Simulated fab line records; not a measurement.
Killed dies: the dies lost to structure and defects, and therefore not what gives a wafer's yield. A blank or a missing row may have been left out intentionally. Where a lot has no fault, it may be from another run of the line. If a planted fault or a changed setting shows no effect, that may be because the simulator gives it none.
A lot that was struck, set against a sound lot    flow nand-harc    14 steps out of a route of 1159
Sound: wafers L855.1, L855.4, L855.5. Wafers L867.3, L867.5, L867.6 were the ones struck. The cause is named last.
Order at every step that has rows: each side's tool, ch and its chambers, its first start. Under that, the readings that differ: sound wafers    struck wafers    difference of the means    sigmas: that difference in standard deviations of wafers without a fault.
alike: readings whose means differ by less than 2 such deviations, and words and numbers that are the same on both sides. not compared: withheld readings, readings that some wafer has no value for, bounds like >300 that may hide the same value, and numbers for which the record gives no deviation and whose values overlap.
The two part at a step that has a row with sigmas, a row that says differs or no value, or rows on one side only. Non-overlapping numbers with no deviation appear without sigmas and do not part them. A reading missing from all wafers of one side parts the sides only when that side holds two or more wafers.

NHARC_A_CONTACT_ETCH_106: etches the open film in CF4/O2, target depth 60 nm, overetch 6 nm, time 33 s.
  sound on rie-diel-06 ch 0,1,3, day 16 18:49; struck on rie-diel-03 ch 0,3, day 20 04:47
  alike: drypump-motor-current-A, oes_ar_750_au, oes-product-au, rf-vpp-V, showerhead-plenum-p-Torr, throttle-valve-pct
  not compared: rf-hours-counter-h
NHARC_A_CONTACT_STRIP_82: strips in O2.
  sound: rie-diel-06 ch 0,3; struck: rie-diel-03 ch 0,3
  alike: drypump-motor-current-A, oes-product-au, rf-vpp-V, showerhead-plenum-p-Torr, throttle-valve-pct
  not compared: rf-hours-counter-h
then, 1 step without rows for these wafers: NHARC_A_CONTACT_STRIP_83 (strips in post etch residue remover, time 600 s).
NHARC_A_CONTACT_DEP_84: deposits aC, target thk 2000 nm.
  sound on acl-dep-03 ch 0, day 16 21:51; struck on acl-dep-01 ch 0, day 20 08:12
  alike: throttle-valve-pct
NHARC_A_CONTACT_DEP_85: deposits SiON, target thk 50 nm.
  sound on pecvd-02 ch 0,1, day 16 23:10; struck on pecvd-02 ch 1,2, day 20 09:05
  alike: chamber-pressure-Torr, heater-power-w, showerhead-vpp-V
then, 7 steps without rows for these wafers: NHARC_A_CONTACT_DEHYDRATE_00 (time 120 s); NHARC_A_CONTACT_HMDS_01 (time 30 s); NHARC_A_CONTACT_COAT_86 (time 75 s); NHARC_A_CONTACT_COAT_87 (time 65 s); NHARC_A_CONTACT_COAT_02 (resist thk 90 nm); NHARC_A_CONTACT_SOFTBAKE_03 (time 55 s); NHARC_A_CONTACT_EBR_04.
NHARC_A_CONTACT_EXPOSE_05: exposes mask A CC.
  sound on arfi-scanner-02 ch 0, day 16 23:41; struck on arfi-scanner-02, day 20 09:39
  no value came back on the struck wafers for exposure-dose-mJ-cm2, focus-offset-nm (nm); on the sound wafers exposure-dose-mJ-cm2 reads 84.12 84.09 84.18
  alike: mask
then, 1 step without rows for these wafers: NHARC_A_CONTACT_PEB_06 (peb time 65 s).

## WHERE THEY PART
Within this record, at NHARC_A_CONTACT_EXPOSE_05 only.

WHY: the cause the simulator had injected
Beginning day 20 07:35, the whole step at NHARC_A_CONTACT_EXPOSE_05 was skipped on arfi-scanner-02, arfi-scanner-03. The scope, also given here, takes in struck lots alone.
